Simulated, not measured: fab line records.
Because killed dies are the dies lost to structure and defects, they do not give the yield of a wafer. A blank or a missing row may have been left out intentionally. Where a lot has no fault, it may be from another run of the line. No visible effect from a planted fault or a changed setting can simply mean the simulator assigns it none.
What tool caused it?	flow n5_finfet	72 wafers from 24 lots sampled at 4 of the route's 1938 steps

== WHAT THE GAUGES READ, wafer by wafer ==
N5_BEOL_M4_THK_MEAS_01.
lot	measured	on	M4_ILD_THK (nm)
L074	day 8 02:27	film_metro-02	79.1 77.4 79.5
L076	day 8 05:23	film_metro-02	79.7 78.5 80.6
L075	day 8 05:28	film_metro-02	77.6 79.5 80.9
L077	day 8 08:20	film_metro-02	78.7 78.1 79.9
L078	day 8 17:11	film_metro-02	79.8 79.6 78.5
L079	day 8 20:42	film_metro-01	77.7 79.0 80.2
L080	day 8 19:08	film_metro-02	77.5 80.0 77.8
L081	day 9 20:57	film_metro-01	78.2 78.8 79.2
L082	day 9 20:55	film_metro-01	77.1 80.3 77.5
L084	day 10 06:04	film_metro-01	78.3 80.6 81.8
L083	day 10 06:32	film_metro-01	80.0 79.1 81.6
L085	day 10 18:32	film_metro-01	77.6 79.7 81.3
L087	day 10 21:16	film_metro-02	78.9 79.3 81.8
L088	day 11 05:07	film_metro-01	77.8 78.3 77.2
L086	day 11 08:04	film_metro-02	78.6 77.8 80.3
L089	day 11 08:10	film_metro-01	77.7 78.8 77.4
L091	day 11 15:20	film_metro-01	79.2 82.1 81.1
L090	day 11 18:41	film_metro-02	77.1 78.8 80.6
L092	day 12 07:37	film_metro-01	77.8 78.8 80.2
L093	day 12 12:27	film_metro-01	78.7 78.9 77.0
L094	day 12 23:02	film_metro-02	78.9 80.2 79.1
L095	day 13 00:20	film_metro-01	79.5 80.4 80.0
L097	day 13 19:08	film_metro-02	77.4 79.9 77.7
L096	day 13 20:45	film_metro-01	78.2 79.1 76.8

N5_BEOL_M4_CD_MEAS_28: target cd 26.2 nm, target cd y 24.1 nm.
lot	measured	on	cd_nm (nm)
L074	day 8 05:22	cd_sem-02	25.95 26.41 26.44
L076	day 8 08:28	cd_sem-02	26.17 25.99 25.94
L075	day 8 08:31	cd_sem-03	26.53 25.95 26.37
L077	day 8 11:58	cd_sem-02	25.88 25.75 26.02
L078	day 8 21:43	cd_sem-03	26.38 26.49 26.12
L079	day 8 23:56	cd_sem-03	25.75 25.75 26.10
L080	day 8 22:31	cd_sem-02	26.56 26.53 26.14
L081	day 9 23:26	cd_sem-02	26.05 26.24 26.33
L082	day 9 23:04	cd_sem-01	26.34 26.31 25.96
L084	day 10 07:59	cd_sem-02	26.29 25.82 26.27
L083	day 10 08:25	cd_sem-02	26.42 26.07 26.29
L085	day 10 23:34	cd_sem-02	25.93 25.83 25.92
L087	day 11 00:30	cd_sem-03	25.94 25.88 26.05
L088	day 11 08:03	cd_sem-01	26.03 25.99 26.07
L086	day 11 11:57	cd_sem-02	26.14 26.34 26.05
L089	day 11 12:37	cd_sem-02	26.53 26.07 26.09
L091	day 11 16:54	cd_sem-01	26.29 26.32 25.89
L090	day 11 20:52	cd_sem-02	26.40 26.14 25.97
L092	day 12 09:55	cd_sem-02	26.26 26.34 26.27
L093	day 12 16:32	cd_sem-03	26.38 26.01 26.89
L094	day 13 01:26	cd_sem-02	25.99 26.14 26.23
L095	day 13 02:27	cd_sem-03	26.59 26.25 26.25
L097	day 13 21:18	cd_sem-03	26.65 25.95 26.30
L096	day 13 22:22	cd_sem-03	25.93 25.87 26.26

== WHAT TOOL EACH LOT RAN ON (gives the tool, then ch and the chambers of the sampled wafers, and finally the start) ==
lot	N5_BEOL_M3_PRE_CLEAN_45	N5_BEOL_M3_ANNEAL_87
L074	pvd_sputter-03, day 7 21:24	pvd_sputter-03, day 8 00:06
L076	pvd_sputter-03, day 8 01:50	pvd_sputter-03, day 8 03:10
L075	pvd_sputter-01, day 8 01:52	pvd_sputter-01, day 8 03:11
L077	pvd_sputter-01, day 8 04:39	pvd_sputter-01, day 8 06:08
L078	pvd_sputter-03, day 8 11:47	pvd_sputter-03, day 8 14:46
L079	pvd_sputter-01, day 8 15:18	pvd_sputter-02, day 8 18:29
L080	pvd_sputter-01, day 8 15:28	pvd_sputter-03, day 8 16:56
L081	pvd_sputter-03, day 9 16:58	pvd_sputter-01, day 9 18:44
L082	pvd_sputter-01, day 9 17:17	pvd_sputter-03, day 9 18:43
L084	pvd_sputter-03, day 10 02:11	pvd_sputter-03, day 10 03:46
L083	pvd_sputter-02, day 10 02:13	pvd_sputter-02, day 10 03:54
L085	pvd_sputter-03, day 10 14:22	pvd_sputter-02, day 10 16:08
L087	pvd_sputter-03, day 10 17:38	pvd_sputter-02, day 10 19:01
L088	pvd_sputter-01, day 10 23:07	pvd_sputter-01, day 11 02:38
L086	pvd_sputter-03, day 11 04:29	pvd_sputter-02, day 11 05:48
L089	pvd_sputter-03, day 11 04:34	pvd_sputter-03, day 11 05:58
L091	pvd_sputter-01, day 11 11:26	pvd_sputter-03, day 11 13:03
L090	pvd_sputter-02, day 11 14:50	pvd_sputter-02, day 11 16:21
L092	pvd_sputter-02, day 12 02:20	pvd_sputter-01, day 12 05:25
L093	pvd_sputter-01, day 12 08:35	pvd_sputter-02, day 12 09:51
L094	pvd_sputter-02, day 12 19:21	pvd_sputter-02, day 12 20:46
L095	pvd_sputter-03, day 12 20:45	pvd_sputter-03, day 12 22:07
L097	pvd_sputter-03, day 13 15:18	pvd_sputter-03, day 13 16:51
L096	pvd_sputter-03, day 13 15:29	pvd_sputter-01, day 13 18:32
- N5_BEOL_M3_PRE_CLEAN_45: time 30 s.
- N5_BEOL_M3_ANNEAL_87: time 240 s.

== WHAT THE TOOLS THEMSELVES READ (means of the sampled wafers that have a number; where no wafer has one, the mark that the record gives instead) ==
N5_BEOL_M3_PRE_CLEAN_45.
lot	tool	heater_power_w (W)
L074	pvd_sputter-03	336
L076	pvd_sputter-03	358
L075	pvd_sputter-01	335
L077	pvd_sputter-01	335
L078	pvd_sputter-03	347
L079	pvd_sputter-01	320
L080	pvd_sputter-01	339
L081	pvd_sputter-03	330
L082	pvd_sputter-01	323
L084	pvd_sputter-03	338
L083	pvd_sputter-02	347
L085	pvd_sputter-03	331
L087	pvd_sputter-03	316
L088	pvd_sputter-01	333
L086	pvd_sputter-03	326
L089	pvd_sputter-03	337
L091	pvd_sputter-01	343
L090	pvd_sputter-02	346
L092	pvd_sputter-02	335
L093	pvd_sputter-01	310
L094	pvd_sputter-02	321
L095	pvd_sputter-03	328
L097	pvd_sputter-03	330
L096	pvd_sputter-03	341

N5_BEOL_M3_ANNEAL_87.
lot	tool	heater_power_w (W)
L074	pvd_sputter-03	865
L076	pvd_sputter-03	820
L075	pvd_sputter-01	855
L077	pvd_sputter-01	898
L078	pvd_sputter-03	844
L079	pvd_sputter-02	811
L080	pvd_sputter-03	819
L081	pvd_sputter-01	848
L082	pvd_sputter-03	838
L084	pvd_sputter-03	835
L083	pvd_sputter-02	859
L085	pvd_sputter-02	868
L087	pvd_sputter-02	813
L088	pvd_sputter-01	865
L086	pvd_sputter-02	791
L089	pvd_sputter-03	832
L091	pvd_sputter-03	839
L090	pvd_sputter-02	862
L092	pvd_sputter-01	809
L093	pvd_sputter-02	827
L094	pvd_sputter-02	870
L095	pvd_sputter-03	840
L097	pvd_sputter-03	819
L096	pvd_sputter-01	867

== THE ANSWER, worked out from the rows above alone ==
Rule: the usual values come from the lots themselves. The widest of any qualifying gaps counts: lots, ordered by their means at a reading, are off when they make up no more than a third of the lots, leave a main group of 4 or more, and stand apart from it by 3 or more times the standard deviation of that group's means. If all means in a main group match to the digits the tables above print for the reading, that group is not used. A lot without any number at a reading at which 4 lots or more have one is off too. Where the step has rows for the other lots, those lots are counted as sound. The gauges are gone through in route order, then the tools' own readings, and for those a lot's mean is taken as printed above. At the first step where some lot is off, the reading lying furthest off is the one used; lots without a number count as furthest.
None of the lots is off at any reading shown; this tells nothing.

== WHAT THE SIMULATOR HAD INSERTED ==
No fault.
